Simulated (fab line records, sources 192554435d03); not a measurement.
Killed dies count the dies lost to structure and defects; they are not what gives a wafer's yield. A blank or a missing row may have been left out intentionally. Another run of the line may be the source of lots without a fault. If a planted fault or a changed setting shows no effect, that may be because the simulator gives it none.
Matching of chambers -- flow n5Finfet -- 3 sister chambers for N5_BEOL_M1_ILD_DEP_00 on pecvd-01
The step deposits SiOC from DEMS/O2, target thk 79 nm, time 15.3 s. 6 wafers are shown with their chamber, then 8 later ones without.

WAFERS PAIRED WITH THEIR CHAMBERS
wafer,chamber,throttleValvePct (%),showerheadPlenumPTorr (Torr)
L081.3,2,10.9,5.656
L092.5,2,10.8,5.667
L094.1,0,12.0,5.713
L094.5,0,11.8,5.699
L094.6,1,11.7,5.688
L095.2,1,11.8,5.695

WAFERS WITHOUT THEIR CHAMBER
wafer,throttleValvePct (%),showerheadPlenumPTorr (Torr)
L095.4,11.1,5.668
L095.6,12.0,5.714
L096.1,12.2,5.723
L096.2,11.7,5.680
L096.6,10.9,5.655
L097.2,12.1,5.721
L097.3,11.3,5.661
L097.5,11.9,5.711

EACH ONE'S CHAMBER
wafer,from the rows above,in truth
L095.4,2,2
L095.6,0,0
L096.1,0,0
L096.2,1,1
L096.6,2,2
L097.2,0,0
L097.3,can't be placed: 2 or 1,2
L097.5,0,0
Placed correctly: 7 of 8. Cannot be placed on the basis of these rows: 1; the candidates contain the true chamber in 1. Wrongly placed: 0.
How it was worked out, from the rows above alone: a wafer's distance from a chamber is the root of the sum, over the readings, of the square of ((its reading less the chamber's mean) divided by the reading's scatter). If the next closest chamber is less than 2 further off than the closest, the wafer can't be placed; otherwise it belongs to the closest. For every chamber, the mean is computed from those of its wafers that are shown. The scatter: take each reading less its chamber's mean, square it, sum over the shown wafers, divide by the number of wafers less the number of chambers, and take the root.
